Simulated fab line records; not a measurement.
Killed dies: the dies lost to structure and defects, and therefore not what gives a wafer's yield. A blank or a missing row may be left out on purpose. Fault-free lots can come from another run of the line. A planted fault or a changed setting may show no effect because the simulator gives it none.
Chamber matching + flow n5Finfet + 4 sister chambers for N5_BEOL_M14_ETCH_59 on rieDiel-04
The step etches BARC in N2/H2, target depth 89 nm, overetch 26.7 nm, time 67.9 s. 8 wafers are shown with their chamber, then 7 later ones without.

WAFERS WITH THEIR CHAMBER
| wafer  | chamber | showerheadPlenumPTorr (Torr) | drypumpMotorCurrentA (A) |
|--------|---------|------------------------------|--------------------------|
| L522.6 | 3       | 2.67                         | 6.0                      |
| L527.1 | 3       | 2.67                         | 6.0                      |
| L527.4 | 2       | 2.45                         | 5.8                      |
| L531.1 | 0       | 2.47                         | 6.5                      |
| L531.3 | 1       | 2.48                         | 5.9                      |
| L531.6 | 1       | 2.48                         | 5.9                      |
| L536.1 | 2       | 2.44                         | 5.9                      |
| L536.3 | 0       | 2.47                         | 6.5                      |

WAFERS WITHOUT THEIR CHAMBER
| wafer  | showerheadPlenumPTorr (Torr) | drypumpMotorCurrentA (A) |
|--------|------------------------------|--------------------------|
| L536.4 | 2.66                         | 6.0                      |
| L534.1 | 2.44                         | 5.8                      |
| L534.4 | 2.47                         | 6.5                      |
| L534.5 | 2.66                         | 6.0                      |
| L537.2 | 2.47                         | 6.5                      |
| L537.3 | 2.44                         | 5.9                      |
| L537.6 | 2.66                         | 6.1                      |

WHICH CHAMBER EACH ONE RAN IN
| wafer  | from the rows above | in truth |
|--------|---------------------|----------|
| L536.4 | 3                   | 3        |
| L534.1 | 2                   | 2        |
| L534.4 | 0                   | 0        |
| L534.5 | 3                   | 3        |
| L537.2 | 0                   | 0        |
| L537.3 | 2                   | 2        |
| L537.6 | 3                   | 3        |
Correct placement for 7 of the 7. Left unplaced by these rows: 0. 0 placed wrongly.
How it was worked out, from the rows above alone: a wafer's distance from a chamber is the root of the sum, over the readings, of the square of ((its reading less the chamber's mean) divided by the reading's scatter). If the next closest chamber is less than 2 further off than the closest, the wafer can't be placed; otherwise it belongs to the closest. The mean given for a chamber averages the wafers shown for that chamber. The scatter: take each reading less its chamber's mean, square it, sum over the shown wafers, divide by the number of wafers less the number of chambers, and take the root.
